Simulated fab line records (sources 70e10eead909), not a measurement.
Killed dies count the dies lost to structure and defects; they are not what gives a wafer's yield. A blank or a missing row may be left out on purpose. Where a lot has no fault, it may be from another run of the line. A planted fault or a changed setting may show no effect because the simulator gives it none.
fab line records | flow nand-harc
record lots=24 wafers=72 last-day=25
route steps=1159 shown A_ONON_D1@433 A_CHANNEL_HOLE_D1@451 A_STAIRCASE@519
lots with no fault: from the same line, run without faults
start-h: start of the lot's first displayed wafer, in hours after the record's first day | wait-h: hours elapsed since this lot's preceding step | " identical to the entry in the row above | L1.1+2: a single row standing in for several wafers | - no value, or no start was given | * or withheld: withheld | < > ~ a bound
route shown NAME@n: names a module that has steps shown in the file, with the first one's number in the route | usual: mean and standard deviation over wafers with no fault | same: alike in all rows | chamber/n: place in a boat | sites: the reading at each site | _std_site: the values' standard deviation | _edge_site: outer sites' mean less inner sites' | radius-mm: for every site, how far away it sits from the centre of the wafer | mask NAME#n: copy n | behind: the most recent tool/chamber to have shaped the wafer | hold: reason for holding the lot/hours on hold/outcome of the hold | device: the transistor (n, p or np) that didn't switch | end of line: at the end of the route, the tests of the same wafers | a step given without rows: its recipe and nothing more | killed: dies lost to structure and defects at the first sort, not the wafer's yield | map: dies across one wafer; x = killed, . = not, _ = none there
set.NAME: the run value of the setting; set.NAME@STEP: its run value at that earlier step | model.NAME: the simulator's own value behind a step, which no gauge read
the route's steps for a sample of lots (tables are steps, rows are wafers)
services: when a tool's chamber went out of use (start-h, in hours from the record's first day, below 0 if earlier), for how many hours, and the reason
## steps
# step NHARC_A_ONON_D1_THK_MEAS_14
# recipe thk-meas-gauge=ellipsometry
# usual thk-nm=997/7.8
# columns lot.wafer tool chamber start-h wait-h thk-nm
L074.1 film-metro-01 - 146.52 - 990
L074.3 " - " " 989
L074.6 " - " " 987
L075.2 film-metro-02 - 168.33 - 992
L075.3 " - " " 992
L075.5 " - " " 992
L076.2 film-metro-02 - 172.22 - 999
L076.4 " - " " 999
L076.6 " - " " 998
L077.3 film-metro-01 - 172.27 - 992
L077.4 " - " " 992
L077.6 " - " " 995
L079.2 film-metro-01 - 185.21 - 993
L079.3 " - " " 993
L079.4 " - " " 994
L078.2 film-metro-02 - 185.24 - 1003
L078.4 " - " " 1002
L078.5 " - " " 1001
L081.1 film-metro-01 - 195.29 - 1005
L081.3 " - " " 1004
L081.5 " - " " 1005
L080.2 film-metro-02 - 195.30 - 991
L080.3 " - " " 990
L080.5 " - " " 990
L082.1 film-metro-02 - 209.22 - 1000
L082.3 " - " " 999
L082.5 " - " " 1002
L083.1 film-metro-02 - 223.82 - 988
L083.3 " - " " 989
L083.6 " - " " 988
L084.3 film-metro-02 - 223.87 - 999
L084.4 " - " " 1000
L084.6 " - " " 999
L085.1 film-metro-02 - 239.01 - 1007
L085.2 " - " " 1004
L085.4 " - " " 1008
L086.1 film-metro-02 - 244.85 - 1003
L086.3 " - " " 1003
L086.6 " - " " 1003
L087.2 film-metro-02 - 244.99 - 983
L087.3 " - " " 983
L087.5 " - " " 983
L088.2 film-metro-01 - 245.21 - 989
L088.4 " - " " 989
L088.5 " - " " 989
L091.1 film-metro-01 - 261.24 - 1015
L091.3 " - " " 1014
L091.6 " - " " 1013
L089.1 film-metro-02 - 261.27 - 986
L089.3 " - " " 985
L089.6 " - " " 984
L092.1 film-metro-01 - 261.39 - 1005
L092.3 " - " " 1004
L092.4 " - " " 1007
L090.2 film-metro-02 - 261.61 - 1003
L090.5 " - " " 999
L090.6 " - " " 1002
L093.1 film-metro-01 - 277.11 - 993
L093.5 " - " " 994
L093.6 " - " " 994
L094.1 film-metro-02 - 277.12 - 986
L094.2 " - " " 985
L094.4 " - " " 987
L095.1 film-metro-01 - 277.13 - 1004
L095.3 " - " " 1006
L095.4 " - " " 1004
L096.2 film-metro-01 - 288.48 - 1002
L096.5 " - " " 1003
L096.6 " - " " 1003
L097.2 film-metro-02 - 288.57 - 997
L097.4 " - " " 997
L097.5 " - " " 998
# step NHARC_A_CHANNEL_HOLE_D1_DEP_01
# recipe target-thk-a=1400 target-thk-nm=140 temp-c=400 pressure-torr=3.5 flow-sccm=200 rf-w=350 material=SiON
# usual heater-power-w=794/66
# columns lot.wafer tool chamber start-h wait-h heater-power-w
L074.3 pecvd-03 2 159.15 1.0 889
L074.1 " 0 " " 765
L074.6 " 2 " " 891
L075.2 pecvd-03 2 185.61 1.3 819
L075.3 " 1 " " 726
L075.5 " 2 " " 831
L077.3 pecvd-01 2 185.67 1.0 855
L077.4 " 1 " " 695
L077.6 " 2 " " 860
L076.2 pecvd-01 1 186.34 1.3 775
L076.6 " 0 " " 925
L076.4 " 2 " " 885
L078.2 pecvd-03 0 203.04 1.3 864
L078.5 " 2 " " 891
L078.4 " 1 " " 709
L079.3 pecvd-03 2 203.46 1.0 755
L079.2 " 0 " " 780
L079.4 " 2 " " 749
L080.2 pecvd-03 2 210.92 1.5 849
L080.3 " 1 " " 740
L080.5 " 1 " " 757
L081.3 pecvd-01 1 211.03 1.2 774
L081.1 " 2 " " 761
L081.5 " 0 " " 903
L082.1 pecvd-02 1 224.40 1.6 850
L082.3 " 1 " " 829
L082.5 " 2 " " 772
L083.1 pecvd-03 2 237.32 1.7 755
L083.3 " 0 " " 847
L083.6 " 1 " " 630
L084.3 pecvd-02 0 239.22 1.0 825
L084.4 " 1 " " 765
L084.6 " 0 " " 825
L085.1 pecvd-03 0 252.71 1.7 887
L085.2 " 1 " " 798
L085.4 " 0 " " 878
L088.2 pecvd-01 0 259.25 1.3 846
L088.4 " 0 " " 849
L088.5 " 1 " " 730
L087.3 pecvd-03 2 259.28 1.0 845
L087.2 " 0 " " 743
L087.5 " 2 " " 868
L086.3 pecvd-02 0 259.31 1.0 702
L086.1 " 2 " " 775
L086.6 " 1 " " 793
L092.3 pecvd-02 2 273.18 1.0 650
L092.1 " 0 " " 766
L092.4 " 0 " " 759
L091.3 pecvd-02 0 273.79 1.0 814
L091.1 " 2 " " 778
L091.6 " 2 " " 763
L089.1 pecvd-01 1 274.38 1.6 798
L089.3 " 2 " " 769
L089.6 " 0 " " 827
L090.2 pecvd-02 2 275.18 1.4 636
L090.5 " 1 " " 746
L090.6 " 2 " " 646
L093.1 pecvd-01 0 294.63 1.7 899
L093.6 " 1 " " 784
L093.5 " 2 " " 843
L094.1 pecvd-01 0 295.03 1.7 862
L094.2 " 1 " " 747
L094.4 " 0 " " 883
L095.1 pecvd-01 1 295.91 1.6 762
L095.3 " 2 " " 769
L095.4 " 0 " " 928
L097.2 pecvd-02 1 308.07 1.3 799
L097.4 " 1 " " 816
L097.5 " 0 " " 780
L096.2 pecvd-02 1 308.77 1.4 804
L096.5 " 0 " " 814
L096.6 " 1 " " 818
# step NHARC_A_CHANNEL_HOLE_D1_ETCH_26
# recipe bias-v=300 source-w=2000 pressure-mtorr=30 time-s=224.1 ar-flow-sccm=375 c4f8-flow-sccm=11.4 o2-flow-sccm=113.6 temp-c=-20 target-depth-a=3000 chemistry=C4F8/O2/Ar
# usual drypump-motor-current-A=6.1/0.33 showerhead-plenum-p-Torr=3.79/0.15 throttle-valve-pct=24.583/0.0094
# columns lot.wafer tool chamber start-h wait-h drypump-motor-current-A rf-hours-counter-h showerhead-plenum-p-Torr throttle-valve-pct
L074.1 har-etch-01 1 165.18 0.6 5.7 187 3.88 24.588
L074.3 " 0 " " 5.9 - 3.88 24.580
L074.6 " 0 " " 6.0 - 3.88 24.582
L075.2 har-etch-02 0 191.38 0.6 6.2 110 3.54 24.584
L075.3 " 0 " " 6.1 - 3.54 24.583
L075.5 " 0 " " 6.1 - 3.54 24.586
L077.3 har-etch-01 1 191.57 0.5 5.7 - 3.87 24.585
L077.4 " 0 " " 6.0 - 3.87 24.585
L077.6 " 1 " " 5.7 - 3.87 24.595
L076.2 har-etch-02 0 195.57 0.6 6.1 114 3.54 24.586
L076.4 " 0 " " 6.1 - 3.54 24.576
L076.6 " 1 " " 6.7 - 3.92 24.582
L078.2 har-etch-02 0 208.95 0.6 6.2 120 3.54 24.590
L078.4 " 1 " " 6.6 - 3.92 24.577
L078.5 " 0 " " 6.2 - 3.54 24.573
L079.2 har-etch-01 1 209.28 0.7 5.7 204 3.87 24.568
L079.4 " 1 " " 5.7 - 3.87 24.582
L079.3 " 0 " " 6.0 - 3.87 24.598
L080.2 har-etch-02 0 216.79 0.7 6.1 124 3.53 24.581
L080.3 " 1 " " 6.6 - 3.92 24.599
L080.5 " 0 " " 6.1 - 3.53 24.592
L081.1 har-etch-01 1 217.00 0.6 5.8 207 3.87 24.573
L081.3 " 1 " " 5.7 - 3.87 24.590
L081.5 " 0 " " 6.0 - 3.87 24.581
L082.1 har-etch-01 1 230.24 0.6 5.7 211 3.87 24.567
L082.3 " 1 " " 5.7 - 3.87 24.575
L082.5 " 1 " " 5.7 - 3.87 24.589
L083.1 har-etch-01 1 243.13 0.6 5.7 217 3.86 24.588
L083.3 " 0 " " 6.0 - 3.86 24.570
L083.6 " 0 " " 6.0 - 3.86 24.593
L084.4 har-etch-02 0 245.10 0.5 6.2 - 3.53 24.576
L084.3 " 1 " " 6.6 - 3.91 24.579
L084.6 " 1 " " 6.7 - 3.91 24.590
L085.1 har-etch-01 0 258.54 0.7 5.9 225 3.86 24.581
L085.2 " 1 " " 5.7 225 3.86 24.581
L085.4 " 1 " " 5.7 - 3.86 24.576
L088.2 har-etch-02 0 265.10 0.6 6.1 139 3.53 24.581
L088.4 " 0 " " 6.1 - 3.53 24.589
L088.5 " 0 " " 6.1 - 3.53 24.583
L087.2 har-etch-01 1 265.24 0.7 5.7 229 3.86 24.574
L087.3 " 0 " " 6.0 - 3.86 24.569
L087.5 " 0 " " 5.9 - 3.86 24.595
L086.1 har-etch-02 1 269.26 0.7 6.6 143 3.91 24.589
L086.3 " 1 " " 6.6 - 3.91 24.595
L086.6 " 1 " " 6.7 - 3.91 24.570
L092.1 har-etch-02 1 278.92 0.7 6.6 147 3.90 24.590
L092.3 " 1 " " 6.6 - 3.90 24.582
L092.4 " 0 " " 6.1 - 3.52 24.573
L091.1 har-etch-01 1 279.68 0.7 5.7 238 3.85 24.574
L091.3 " 0 " " 6.0 - 3.85 24.588
L091.6 " 1 " " 5.7 - 3.85 24.588
L089.1 har-etch-02 0 283.14 0.6 6.2 151 3.52 24.580
L089.3 " 0 " " 6.1 - 3.52 24.589
L089.6 " 1 " " 6.6 - 3.90 24.588
L090.2 har-etch-01 1 283.88 0.6 5.7 241 3.85 24.572
L090.5 " 0 " " 6.0 - 3.85 24.599
L090.6 " 1 " " 5.7 - 3.85 24.582
L093.1 har-etch-01 1 300.33 0.6 5.7 248 3.84 24.578
L093.5 " 0 " " 6.0 - 3.84 24.585
L093.6 " 1 " " 5.7 - 3.84 24.591
L094.1 har-etch-02 0 300.88 0.7 6.1 159 3.51 24.611
L094.2 " 1 " " 6.6 159 3.90 24.587
L094.4 " 0 " " 6.1 - 3.51 24.585
L095.1 har-etch-01 1 304.50 0.6 5.7 252 3.84 24.583
L095.4 " 0 " " 5.9 - 3.84 24.580
L095.3 " 1 " " 5.7 - 3.84 24.594
L097.2 har-etch-02 1 314.76 0.6 6.6 168 3.89 24.565
L097.4 " 0 " " 6.2 - 3.51 24.581
L097.5 " 0 " " 6.2 - 3.51 24.580
L096.2 har-etch-02 1 318.88 0.7 6.6 171 3.89 24.571
L096.5 " 1 " " 6.6 - 3.89 24.574
L096.6 " 0 " " 6.1 - 3.51 24.596
# step NHARC_A_STAIRCASE_DEP_156
# recipe target-thk-a=500 temp-c=400 target-thk-nm=50 flow-sccm=200 rf-w=450 material=SiNx
# usual heater-power-w=759/74
# columns lot.wafer tool chamber start-h wait-h heater-power-w
L074.3 pecvd-01 1 215.10 0.1 671
L074.1 " 2 " " 843
L074.6 " 1 " " 672
L077.3 pecvd-04 2 243.28 0.1 644
L077.6 " 1 " " 802
L077.4 " 0 " " 719
L075.2 pecvd-04 2 243.43 0.2 724
L075.3 " 1 " " 805
L075.5 " 2 " " 700
L076.2 pecvd-04 1 243.66 0.3 840
L076.4 " 0 " " 792
L076.6 " 1 " " 844
L078.2 pecvd-01 0 258.83 0.1 867
L078.5 " 2 " " 734
L078.4 " 0 " " 858
L079.3 pecvd-03 2 258.97 0.1 721
L079.2 " 1 " " 776
L079.4 " 0 " " 742
L080.2 pecvd-04 0 267.09 0.1 731
L080.3 " 1 " " 820
L080.5 " 2 " " 652
L081.1 pecvd-03 1 267.10 0.1 749
L081.3 " 2 " " 706
L081.5 " 1 " " 744
L082.1 pecvd-03 1 283.71 0.1 678
L082.3 " 2 " " 862
L082.5 " 0 " " 708
L083.3 pecvd-01 2 293.08 0.1 773
L083.1 " 0 " " 831
L083.6 " 0 " " 833
L084.3 pecvd-04 1 293.19 0.1 905
L084.4 " 1 " " 859
L084.6 " 0 " " 779
L085.1 pecvd-01 1 309.66 0.1 704
L085.2 " 0 " " 795
L085.4 " 2 " " 737
L088.2 pecvd-04 0 317.01 0.1 676
L088.4 " 1 " " 775
L088.5 " 0 " " 694
L087.3 pecvd-01 0 317.07 0.1 817
L087.2 " 1 " " 701
L087.5 " 0 " " 816
L086.3 pecvd-01 2 321.14 0.1 705
L086.1 " 1 " " 646
L086.6 " 1 " " 643
L092.1 pecvd-01 1 330.25 0.1 664
L092.3 " 2 " " 672
L092.4 " 1 " " 667
L091.1 pecvd-01 1 332.85 0.1 652
L091.3 " 2 " " 792
L091.6 " 2 " " 824
L089.1 pecvd-03 1 332.87 0.1 623
L089.3 " 0 " " 710
L089.6 " 0 " " 738
L090.2 pecvd-04 2 333.08 0.1 710
L090.5 " 1 " " 892
L090.6 " 2 " " 698
L093.1 pecvd-03 1 352.52 0.1 669
L093.5 " 1 " " 674
L093.6 " 0 " " 791
L094.1 pecvd-03 2 352.70 0.3 745
L094.2 " 0 " " 806
L094.4 " 0 " " 825
L095.3 pecvd-03 2 355.96 0.1 852
L095.1 " 0 " " 851
L095.4 " 2 " " 831
L097.2 pecvd-01 0 365.99 0.4 827
L097.4 " 0 " " 821
L097.5 " 2 " " 652
L096.2 pecvd-04 2 374.31 0.4 718
L096.6 " 1 " " 879
L096.5 " 2 " " 683
# step NHARC_A_STAIRCASE_ETCH_170
# recipe target-depth-a=2000 time-s=66.667 ion-energy-ev=250 c4f6-flow-sccm=25 o2-flow-sccm=20 ar-flow-sccm=500 rf-w=600 bias-w=500 chemistry=C4F6/O2
# usual bias-w=500.0/1.7 drypump-motor-current-A=5.8/0.46 oes-product-au=0.965/0.018 rf-vpp-V=549/3.3 showerhead-plenum-p-Torr=4.01/0.16 throttle-valve-pct=26.902/0.0091
# columns lot.wafer tool chamber start-h wait-h bias-w drypump-motor-current-A oes-product-au rf-hours-counter-h rf-vpp-V showerhead-plenum-p-Torr throttle-valve-pct
L074.3 rie-diel-10 2 - - 501.2 6.6 0.968 12 553 4.22 26.910
L074.1 " 3 " " 499.7 5.0 0.957 12 553 4.22 26.920
L074.6 " 2 " " 499.0 6.6 0.974 - 553 4.22 26.907
L077.4 rie-diel-09 2 - - 499.1 5.8 0.952 56 553 4.19 26.904
L077.3 " 3 " " 498.3 5.1 0.982 55 550 4.12 26.904
L077.6 " 1 " " 497.5 5.8 0.945 - 547 3.96 26.903
L075.3 rie-diel-10 1 - - 501.2 5.8 0.965 21 548 3.98 26.912
L075.2 " 0 " " 498.7 6.1 0.954 23 546 3.89 26.893
L075.5 " 2 " " 500.0 6.6 0.981 - 553 4.21 26.903
L076.4 rie-diel-10 2 - - 500.0 6.6 0.984 24 552 4.21 26.899
L076.2 " 3 " " 499.7 5.0 0.975 26 553 4.21 26.911
L076.6 " 1 " " 499.5 5.8 0.986 - 548 3.98 26.899
L078.4 rie-diel-01 1 - - 500.6 5.7 0.986 38 550 4.04 26.902
L078.2 " 2 " " 499.0 6.3 0.968 45 542 3.68 26.906
L078.5 " 0 " " 499.2 5.2 0.975 - 550 4.08 26.895
L079.4 rie-diel-01 3 - - 499.9 5.6 0.946 47 550 4.06 26.917
L079.3 " 0 " " 501.0 5.2 0.967 46 550 4.08 26.899
L079.2 " 1 " " 501.5 5.7 0.964 38 549 4.04 26.894
L080.2 rie-diel-09 1 - - 497.7 5.8 0.978 1 547 3.96 26.904
L080.3 " 3 " " 499.9 5.1 0.994 1 552 4.12 26.921
L080.5 " 1 " " 498.8 5.8 0.975 - 547 3.96 26.900
L081.3 rie-diel-09 1 - - 499.6 5.7 0.932 2 548 3.96 26.892
L081.1 " 2 " " 498.0 5.8 0.951 1 552 4.19 26.905
L081.5 " 1 " " 499.7 5.7 0.942 - 548 3.96 26.911
L082.3 rie-diel-01 2 - - 499.4 6.3 0.943 54 542 3.67 26.891
L082.1 " 1 " " 497.2 5.8 0.958 44 551 4.03 26.912
L082.5 " 2 " " 500.7 6.3 0.945 - 542 3.67 26.912
L083.1 rie-diel-10 0 - - 501.0 6.1 0.937 43 546 3.88 26.895
L083.3 " 2 " " 500.3 6.6 0.954 41 554 4.20 26.897
L083.6 " 0 " " 501.8 6.1 0.942 - 545 3.88 26.905
L084.3 rie-diel-10 2 - - 499.6 6.6 0.971 41 551 4.20 26.891
L084.4 " 0 " " 498.7 6.1 0.953 43 546 3.88 26.912
L084.6 " 1 " " 501.7 5.8 0.974 - 548 3.97 26.903
L085.4 rie-diel-01 1 - - 505.1 5.7 0.956 50 549 4.03 26.897
L085.1 " 2 " " 501.9 6.3 0.947 61 541 3.67 26.918
L085.2 " 0 " " 497.9 5.2 0.953 61 549 4.07 26.911
L088.4 rie-diel-10 0 - - 499.6 6.0 0.971 51 546 3.87 26.912
L088.2 " 2 " " 499.0 6.6 0.955 50 552 4.20 26.912
L088.5 " 3 " " 495.6 5.0 0.954 - 552 4.19 26.882
L087.2 rie-diel-09 0 - - 500.8 6.0 0.960 19 550 4.01 26.905
L087.3 " 1 " " 500.1 5.7 0.968 20 548 3.95 26.909
L087.5 " 0 " " 496.8 5.9 0.964 - 548 4.01 26.903
L086.1 rie-diel-09 0 - - 498.4 6.0 0.959 21 549 4.00 26.885
L086.3 " 3 " " 501.3 5.1 0.994 20 551 4.10 26.906
L086.6 " 0 " " 499.7 6.0 0.955 - 551 4.00 26.900
L092.1 rie-diel-09 1 - - 499.7 5.8 0.965 27 547 3.95 26.900
L092.3 " 3 " " 501.0 5.1 0.985 23 550 4.10 26.901
L092.4 " 0 " " 499.3 5.9 0.958 25 548 4.00 26.901
L091.1 rie-diel-01 1 - - 497.3 5.8 0.946 3 548 4.02 26.906
L091.3 " 0 " " 496.3 5.2 0.980 3 550 4.06 26.899
L091.6 " 1 " " 500.1 5.8 0.953 - 549 4.03 26.903
L089.3 rie-diel-10 2 - - 501.9 6.7 0.950 58 553 4.19 26.893
L089.1 " 1 " " 503.9 5.8 0.973 57 547 3.96 26.900
L089.6 " 3 " " 500.7 5.0 0.965 - 552 4.19 26.894
L090.2 rie-diel-10 2 - - 502.6 6.6 0.944 58 551 4.19 26.913
L090.6 " 0 " " 498.2 6.1 0.928 - 545 3.87 26.904
L090.5 " 1 " " 501.1 5.8 0.944 - 549 3.96 26.894
L093.1 rie-diel-01 3 353.75 - 496.2 5.7 1.009 11 551 4.04 26.896
L093.6 " 1 " " 499.5 5.8 0.981 - 550 4.02 26.915
L093.5 " 2 " " 499.3 6.3 0.983 - 541 3.66 26.896
L094.1 rie-diel-01 1 - - 501.9 5.7 0.948 12 548 4.02 26.889
L094.2 " 2 " " 498.6 6.3 0.954 12 542 3.66 26.897
L094.4 " 3 " " 501.7 5.7 0.997 11 550 4.04 26.903
L095.3 rie-diel-01 3 - - 501.6 5.6 0.998 13 550 4.04 26.903
L095.1 " 0 " " 500.6 5.2 0.996 13 551 4.06 26.908
L095.4 " 1 " " 500.2 5.7 0.952 14 549 4.02 26.896
L097.2 rie-diel-01 0 - - 502.5 5.2 0.992 19 549 4.05 26.919
L097.4 " 1 " " 499.9 5.7 0.954 19 548 4.02 26.896
L097.5 " 3 " " 502.0 5.6 0.986 - 550 4.04 26.899
L096.2 rie-diel-10 0 - - 499.0 6.1 0.995 3 544 3.86 26.906
L096.6 " 1 " " 500.2 5.8 0.979 - 548 3.95 26.924
L096.5 " 2 " " 500.5 6.6 0.974 - 552 4.18 26.921
# step NHARC_A_STAIRCASE_ETCH_23
# recipe target-depth-a=1000 time-s=40.5 ion-energy-ev=400 c4f8-flow-sccm=20 o2-flow-sccm=10 ar-flow-sccm=withheld rf-w=600 bias-w=1000 chemistry=C4F8/O2
# usual bias-w=999.7/2.9 oes-product-au=0.939/0.017 rf-vpp-V=899/5
# columns lot.wafer tool chamber start-h wait-h bias-w oes-product-au rf-hours-counter-h rf-vpp-V
L074.1 rie-diel-09 0 - - 991.7 0.930 50 901
L074.3 " 1 " " 1000.0 0.938 46 898
L074.6 " 1 " " 1002.7 0.930 - 896
L075.2 rie-diel-09 2 - - 1001.9 0.927 59 905
L075.3 " 3 " " 1001.8 0.966 57 903
L075.5 " 2 " " 1004.6 0.940 - 905
L076.2 rie-diel-01 2 - - 1002.2 0.935 41 888
L076.4 " 0 " " 997.7 0.949 - 901
L076.6 " 2 " " 1001.5 0.932 - 888
L077.4 rie-diel-09 2 - - 997.0 0.940 60 904
L077.3 " 1 " " 1002.1 0.949 57 897
L077.6 " 3 " " 999.7 0.972 - 904
L078.2 rie-diel-09 3 - - 1003.3 0.974 0 902
L078.4 " 0 " " 999.7 0.930 0 901
L078.5 " 2 " " 998.8 0.968 - 904
L079.2 rie-diel-01 0 - - 996.5 0.954 48 900
L079.3 " 3 " " 998.7 0.921 50 899
L079.4 " 0 " " 994.8 0.943 - 902
L080.3 rie-diel-09 0 - - 1002.2 0.910 3 899
L080.2 " 1 " " 996.4 0.920 3 896
L080.5 " 3 " " 1002.2 0.951 - 902
L081.1 rie-diel-01 1 - - 1002.4 0.951 42 901
L081.3 " 2 " " 997.2 0.951 52 887
L081.5 " 1 " " 1002.0 0.942 - 900
L082.3 rie-diel-01 1 - - 999.8 0.943 46 900
L082.1 " 3 " " 998.2 0.923 60 901
L082.5 " 0 " " 997.0 0.948 - 901
L083.3 rie-diel-09 2 - - 1000.7 0.943 12 904
L083.1 " 0 " " 998.5 0.932 10 900
L083.6 " 3 " " 998.4 0.948 - 901
L084.3 rie-diel-09 1 - - 998.4 0.939 13 897
L084.4 " 3 " " 998.7 0.941 10 902
L084.6 " 1 " " 1001.4 0.939 - 898
L085.1 rie-diel-01 0 - - 997.1 0.975 62 902
L085.4 " 1 " " 1002.5 0.975 51 899
L085.2 " 2 " " 994.8 0.948 62 888
L088.2 rie-diel-10 2 - - 1001.7 0.929 51 905
L088.4 " 3 " " 1000.6 0.936 57 906
L088.5 " 1 " " 1002.1 0.940 - 897
L087.3 rie-diel-10 1 - - 998.4 0.933 51 897
L087.2 " 3 " " 1001.4 0.911 57 906
L087.5 " 0 " " 1001.0 0.931 - 896
L086.1 rie-diel-09 1 - - 996.8 0.939 24 898
L086.3 " 0 " " 999.4 0.932 22 899
L086.6 " 2 " " 1000.8 0.943 - 903
L092.1 rie-diel-01 3 - - 996.3 0.958 3 901
L092.4 " 0 " " 997.9 0.950 4 900
L092.3 " 1 " " 999.2 0.919 4 899
L089.3 rie-diel-01 1 - - 999.6 0.929 5 899
L089.1 " 0 " " 1004.3 0.956 5 901
L089.6 " 2 " " 1006.3 0.926 - 887
L091.1 rie-diel-10 1 - - 1001.9 0.934 58 897
L091.3 " 2 " " 1002.2 0.925 59 905
L091.6 " 1 " " 1000.9 0.930 - 896
L090.2 rie-diel-09 0 - - 1001.5 0.916 27 898
L090.6 " 0 " " 1001.7 0.925 - 898
L090.5 " 1 " " 998.2 0.945 - 897
L093.1 rie-diel-01 0 - - 997.3 0.955 13 900
L093.6 " 0 " " 991.8 0.944 - 899
L093.5 " 1 " " 998.9 0.926 - 899
L094.1 rie-diel-01 1 - - 1000.2 0.925 14 899
L094.4 " 3 " " 1004.5 0.976 13 901
L094.2 " 0 " " 1001.8 0.957 13 900
L095.3 rie-diel-09 3 - - 994.7 0.917 33 902
L095.1 " 1 " " 998.5 0.909 37 896
L095.4 " 2 " " 1000.2 0.926 34 904
L097.4 rie-diel-09 3 - - 1002.0 0.950 37 900
L097.2 " 0 " " 999.0 0.933 38 898
L097.5 " 3 " " 1003.8 0.948 - 903
L096.2 rie-diel-01 2 - - 1004.4 0.938 25 887
L096.5 " 3 " " 996.0 0.961 - 898
L096.6 " 0 " " 1003.9 0.981 - 900
## services
# columns tool chamber start-h hours kind
rie-diel-01 - 137.80 9.0 pm
rie-diel-01 0 137.80 9.0 vent-cycle
rie-diel-09 3 138.71 9.6 repair
pecvd-01 - 139.58 1.0 repair
pecvd-02 - 145.40 0.4 repair
pecvd-04 - 146.80 1.5 repair
pecvd-02 - 153.00 13.0 pm
pecvd-03 0 159.91 1.9 repair
rie-diel-10 - 176.66 9.0 pm
pecvd-02 - 190.39 1.8 repair
pecvd-04 - 195.16 13.0 pm
rie-diel-01 - 217.76 0.4 repair
pecvd-02 0 223.33 5.0 repair
pecvd-01 - 237.13 13.0 pm
rie-diel-01 1 242.19 13.4 repair
rie-diel-10 2 283.63 8.9 repair
pecvd-03 - 292.08 13.0 pm
pecvd-02 - 295.20 1.4 repair
pecvd-02 2 301.69 23.6 repair
har-etch-01 - 305.00 17.0 pm
rie-diel-01 - 316.11 9.0 pm
pecvd-02 - 334.00 13.0 pm
rie-diel-10 - 353.66 9.0 pm
pecvd-04 - 376.58 13.0 pm
## key
fault none
